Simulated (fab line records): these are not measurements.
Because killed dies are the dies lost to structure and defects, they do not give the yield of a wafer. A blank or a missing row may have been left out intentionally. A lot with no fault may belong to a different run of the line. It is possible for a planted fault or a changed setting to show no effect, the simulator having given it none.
The tool behind it: which one?	flow nand harc	72 wafers from 24 lots sampled at 4 of the route's 1302 steps

WHAT EACH GAUGE READ, for each wafer
NHARC_P_ZERO_WELL_CD_MEAS_11: the cd target is 500 nm.
lot	measured	on	cd nm (nm)
L074	day 1 21:10	cd sem-01	495.6 499.5 499.1
L075	day 2 07:07	cd sem-01	497.0 500.8 495.4
L076	day 2 17:07	cd sem-02	497.8 501.6 497.0
L077	day 3 03:46	cd sem-03	498.6 500.0 501.2
L078	day 3 13:14	cd sem-02	500.8 499.4 500.0
L079	day 3 23:07	cd sem-02	505.7 506.4 499.6
L080	day 4 09:19	cd sem-02	501.0 503.6 502.4
L081	day 4 19:07	cd sem-01	501.5 498.6 501.4
L082	day 5 05:14	cd sem-02	501.6 505.5 504.3
L083	day 5 15:14	cd sem-03	500.5 499.6 502.1
L084	day 6 01:08	cd sem-01	496.5 501.7 499.2
L085	day 6 11:16	cd sem-03	496.6 499.4 497.5
L086	day 6 21:21	cd sem-02	496.7 502.7 498.8
L087	day 7 07:14	cd sem-01	502.9 502.2 496.4
L088	day 7 17:07	cd sem-01	496.1 499.2 496.7
L089	day 8 03:08	cd sem-02	494.7 503.1 499.1
L090	day 8 13:07	cd sem-01	498.8 499.4 502.0
L091	day 8 23:07	cd sem-03	501.7 499.0 497.4
L092	day 9 09:08	cd sem-01	500.8 500.4 501.0
L093	day 9 19:14	cd sem-03	504.4 502.7 503.1
L094	day 10 05:19	cd sem-03	500.5 496.0 498.8
L095	day 10 15:14	cd sem-03	499.7 499.9 501.2
L096	day 11 01:19	cd sem-03	500.2 497.3 502.6
L097	day 11 11:07	cd sem-02	498.8 499.9 499.6

NHARC_P_ZERO_WELL_CD_MEAS_52: the cd target is 2000 nm.
lot	measured	on	cd nm (nm)
L074	day 2 03:19	cd sem-01	1999.7 2004.3 2002.7
L075	day 2 11:44	cd sem-03	2000.7 2001.0 1998.8
L076	day 2 23:56	cd sem-01	1997.3 1997.8 1994.7
L077	day 3 08:23	cd sem-03	2002.7 2001.6 1999.7
L078	day 3 17:47	cd sem-01	2001.9 2000.4 2001.0
L079	day 4 03:37	cd sem-01	2004.7 2005.0 2001.6
L080	day 4 13:48	cd sem-01	1998.3 1999.7 1997.3
L081	day 4 23:37	cd sem-03	1998.6 2004.6 1998.6
L082	day 5 09:56	cd sem-01	1999.3 1999.4 1997.0
L083	day 5 19:55	cd sem-03	2001.3 1999.7 1999.8
L084	day 6 05:40	cd sem-03	2001.6 2000.6 2001.3
L085	day 6 18:29	cd sem-03	1995.9 1995.8 1997.8
L086	day 7 01:47	cd sem-03	1995.3 1995.7 1993.1
L087	day 7 11:49	cd sem-02	2003.4 2002.7 2005.8
L088	day 7 21:47	cd sem-01	1995.4 1994.3 1999.0
L089	day 8 07:37	cd sem-01	2003.7 1999.6 1998.7
L090	day 8 17:58	cd sem-01	2002.8 2003.3 2004.8
L091	day 9 03:46	cd sem-02	2002.6 2001.7 2001.6
L092	day 9 13:31	cd sem-03	1996.6 1998.2 2002.3
L093	day 10 00:04	cd sem-02	2003.7 1999.3 2003.0
L094	day 10 09:56	cd sem-01	1999.3 1995.7 1996.8
L095	day 10 19:55	cd sem-01	1997.3 1997.1 1999.9
L096	day 11 05:56	cd sem-03	1998.7 1998.6 2001.3
L097	day 11 15:39	cd sem-03	2004.1 2003.0 2002.3

NHARC_P_STI_INSPECT_25.
lot	measured	on	raw defect count
L074	day 4 00:38	defect inspect-02	248 229 271
L075	day 4 15:40	defect inspect-02	124 133 257
L076	day 4 19:00	defect inspect-01	177 342 178
L077	day 5 02:31	defect inspect-02	279 174 164
L078	day 5 19:03	defect inspect-02	270 254 243
L079	day 6 00:42	defect inspect-02	152 127 163
L080	day 6 11:50	defect inspect-01	147 122 151
L081	day 6 22:04	defect inspect-01	152 150 162
L082	day 7 12:35	defect inspect-01	190 196 167
L083	day 7 21:06	defect inspect-01	106 151 166
L084	day 8 04:35	defect inspect-02	211 176 259
L085	day 8 14:13	defect inspect-02	230 238 284
L086	day 9 03:11	defect inspect-02	184 218 517
L087	day 9 09:01	defect inspect-01	247 230 214
L088	day 10 03:05	defect inspect-01	214 187 138
L089	day 10 03:05	defect inspect-02	167 102 284
L090	day 10 17:53	defect inspect-02	166 359 451
L091	day 10 23:37	defect inspect-02	206 212 291
L092	day 11 09:55	defect inspect-02	171 362 314
L093	day 11 22:50	defect inspect-01	216 148 293
L094	day 12 05:25	defect inspect-01	191 253 299
L095	day 12 16:34	defect inspect-01	228 205 141
L096	day 13 03:24	defect inspect-01	176 190 234
L097	day 13 10:42	defect inspect-01	225 294 250

TOOL THAT RAN EACH LOT (tool first, then ch and the chambers of the sampled wafers, then the start)
lot	NHARC_P_STI_DESCUM_14
L074	rie diel-07 ch 0,2,3, day 2 21:47
L075	rie diel-07 ch 0,2,3, day 3 09:50
L076	rie diel-03 ch 2,3, day 3 17:05
L077	rie diel-03 ch 0,1,3, day 4 01:12
L078	rie diel-07 ch 0,1,3, day 4 12:23
L079	rie diel-11 ch 1,2,3, day 4 21:17
L080	rie diel-11 ch 0,1,2, day 5 08:30
L081	rie diel-03 ch 2,3, day 5 19:08
L082	rie diel-11 ch 0,2,3, day 6 04:56
L083	rie diel-07 ch 0,1, day 6 15:47
L084	rie diel-07 ch 1,2,3, day 7 00:16
L085	rie diel-03 ch 1,2,3, day 7 11:05
L086	rie diel-11 ch 0,1,3, day 7 22:20
L087	rie diel-11 ch 0,2,3, day 8 07:17
L088	rie diel-07 ch 0,1, day 8 17:31
L089	rie diel-03 ch 1,2,3, day 9 02:44
L090	rie diel-03 ch 0,3, day 9 14:19
L091	rie diel-07 ch 0,2,3, day 9 20:18
L092	rie diel-03 ch 0,1,2, day 10 06:44
L093	rie diel-07 ch 1,2,3, day 10 17:14
L094	rie diel-07 ch 0,2,3, day 11 03:21
L095	rie diel-07 ch 0,2,3, day 11 13:15
L096	rie diel-11 ch 0,2,3, day 12 00:59
L097	rie diel-11 ch 0,1, day 12 08:42
- NHARC_P_STI_DESCUM_14: chemistry O2, time 3 s.

AS READ BY THE TOOLS THEMSELVES (means over the sampled wafers that have a number; for cases with no such wafer, the mark the record gives instead)
NHARC_P_STI_DESCUM_14.
lot	tool	drypump motor current A (A)	oes product au (a.u.)	rf vpp V (V)	showerhead plenum p Torr (Torr)	throttle valve pct (%)
L074	rie diel-07	6.0	1.008	58.4	1.87	11.307
L075	rie diel-07	6.0	1.000	57.7	1.87	11.312
L076	rie diel-03	5.9	0.991	58.2	1.97	11.320
L077	rie diel-03	5.6	1.001	58.8	1.95	11.318
L078	rie diel-07	6.0	1.011	58.0	1.87	11.306
L079	rie diel-11	6.2	0.999	57.9	2.00	11.311
L080	rie diel-11	6.1	1.004	57.4	1.95	11.313
L081	rie diel-03	5.6	0.998	58.9	1.94	11.309
L082	rie diel-11	6.0	0.997	57.7	1.95	11.318
L083	rie diel-07	5.7	1.003	57.5	1.84	11.309
L084	rie diel-07	5.6	1.014	58.3	1.87	11.314
L085	rie diel-03	5.9	0.992	57.3	1.93	11.306
L086	rie diel-11	6.2	1.002	57.7	1.97	11.308
L087	rie diel-11	6.0	0.994	57.3	1.95	11.309
L088	rie diel-07	5.7	1.012	57.6	1.84	11.313
L089	rie diel-03	5.9	0.995	57.4	1.93	11.315
L090	rie diel-03	5.3	0.993	58.4	1.95	11.316
L091	rie diel-07	6.0	0.991	57.4	1.86	11.313
L092	rie diel-03	5.9	0.990	58.0	1.97	11.319
L093	rie diel-07	5.6	1.010	57.6	1.87	11.311
L094	rie diel-07	6.0	1.012	57.4	1.86	11.304
L095	rie diel-07	6.0	1.015	57.8	1.86	11.319
L096	rie diel-11	6.0	1.006	57.4	1.95	11.303
L097	rie diel-11	6.0	0.993	57.8	1.93	11.303

THE ANSWER, worked out from the rows above alone
Rule: the lots themselves supply what counts as usual. The widest of any qualifying gaps counts: lots, ordered by their means at a reading, are off when they make up no more than a third of the lots, leave a main group of 4 or more, and stand apart from it by 3 or more times the standard deviation of that group's means. Not used: any main group whose means are identical at the precision the tables above print for the reading. A lot without any number at a reading at which 4 lots or more have one is off too. Any other lot the step has rows for is counted as sound. Order of review: gauges by route order, followed by the tools' own readings, for which a lot's mean as printed above is used. The first step at which some lot is off is used, and at that step the reading that is off furthest; a lot without a number counts as furthest.
Across all readings shown, no lot is off: no conclusion can be drawn from this.

WHAT THE SIMULATOR HAD INSERTED
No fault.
